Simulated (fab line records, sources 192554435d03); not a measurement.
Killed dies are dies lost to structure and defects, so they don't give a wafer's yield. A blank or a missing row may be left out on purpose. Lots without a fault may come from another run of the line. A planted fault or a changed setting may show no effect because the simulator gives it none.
A struck lot beside a sound one | flow n5_finfet | 25 steps out of a route of 1938
Sound: wafers L721.1, L721.3, L721.6. Struck: wafers L737.2, L737.3, L737.4. The cause comes at the end.
At each step with rows: each side's tool, then ch and its chambers, then its first start. Under that, the readings that differ: sound wafers | struck wafers | difference of the means | sigmas: that difference in standard deviations of wafers without a fault.
alike: readings whose means differ by less than 2 such deviations, and words and numbers that are the same on both sides. not compared: withheld readings, readings that some wafer has no value for, bounds like >300 that may hide the same value, and numbers for which the record gives no deviation and whose values overlap.
The two part at a step that has a row with sigmas, a row that says differs or no value, or rows on one side only. Numbers that don't overlap but have no deviation are shown without sigmas and don't part them. A reading that every wafer of one side lacks parts them only if that side has two wafers or more.

first, 9 steps without rows for these wafers: N5_BEOL_M4_EXPOSE_08 (exposes mask M4); N5_BEOL_M4_PEB_09 (peb time 60 s); N5_BEOL_M4_DEVELOP_10 (develop time 30 s); N5_BEOL_M4_DESCUM_16 (chemistry O2, time 7 s); N5_BEOL_M4_ETCH_74 (etches underlayer in N2/H2, target depth 6.5 nm, time 5.2 s); N5_BEOL_M4_ETCH_63 (etches SiARC in CF4, target depth 15.6 nm, time 26 s); N5_BEOL_M4_ETCH_64 (etches SOC in N2/H2, target depth 75 nm, overetch 22.5 nm, time 121.9 s); N5_BEOL_M4_STRIP_65 (strips in N2/H2); N5_BEOL_M4_STRIP_75 (strips in N2/H2).
N5_BEOL_M4_STRIP_66: strips in CF4.
  sound on rie_diel-04 ch 0,1,2, day 8 03:46; struck on rie_diel-04 ch 0,1,3, day 12 11:08
  alike: drypump_motor_current_A, oes_product_au, rf_vpp_V, showerhead_plenum_p_Torr, throttle_valve_pct
  not compared: rf_hours_counter_h
then, 11 steps without rows for these wafers: N5_BEOL_M4_HM_OPEN_17 (chemistry Cl2/BCl3, target TiN, target depth 20 nm, overetch 6 nm); N5_BEOL_M4_STRIP_19 (strips in O2); N5_BEOL_M4_COAT_67 (time 60 s, resist thk 60 nm); N5_BEOL_M4_COAT_68 (time 60 s, resist thk 12 nm); N5_BEOL_M4_COAT_76 (time 60 s, resist thk 5 nm); N5_BEOL_M4_COAT_22 (resist thk 30 nm); N5_BEOL_M4_EBR_24; N5_BEOL_M4_SOFTBAKE_23 (time 60 s); N5_BEOL_M4_EXPOSE_25 (exposes mask V3, defocus 5 nm); N5_BEOL_M4_PEB_26 (peb time 60 s); N5_BEOL_M4_DEVELOP_27 (develop time 30 s).
N5_BEOL_M4_INSPECT_30: inspects for defects (brightfield).
  sound on defect_inspect-01, day 8 04:32; struck on defect_inspect-02, day 12 11:53
  reading          | sound       | struck         | difference | sigmas
  raw_defect_count | 449 455 461 | 1656 1405 1393 | +1030      | +11
then, 1 step without rows for these wafers: N5_BEOL_M4_DESCUM_33 (chemistry O2, time 7 s).
N5_BEOL_M4_RC_MEAS_101:
  sound on prober-01 ch 0, day 8 10:32; struck on prober-02 ch 0, day 12 21:59
  alike: DIBL_N, DIBL_P, IOFF_N, IOFF_P, ION_N, ION_P, SS_N, SS_P, VT_N, VT_P
-- the record jumps here: 4 days lie between the struck wafers' starts before and after (it left off in module BEOL_M4 and takes up again in module PASSIVATION, whose first step shown is number 1936 of the route) --
N5_PASSIVATION_PROBE_49:
  the record has rows for the struck wafers here (prober-02, day 16 21:57) and none for the sound ones

WHERE THEY PART
First at N5_BEOL_M4_INSPECT_30; last, within this record, at N5_PASSIVATION_PROBE_49.

WHY: what the simulator had put in
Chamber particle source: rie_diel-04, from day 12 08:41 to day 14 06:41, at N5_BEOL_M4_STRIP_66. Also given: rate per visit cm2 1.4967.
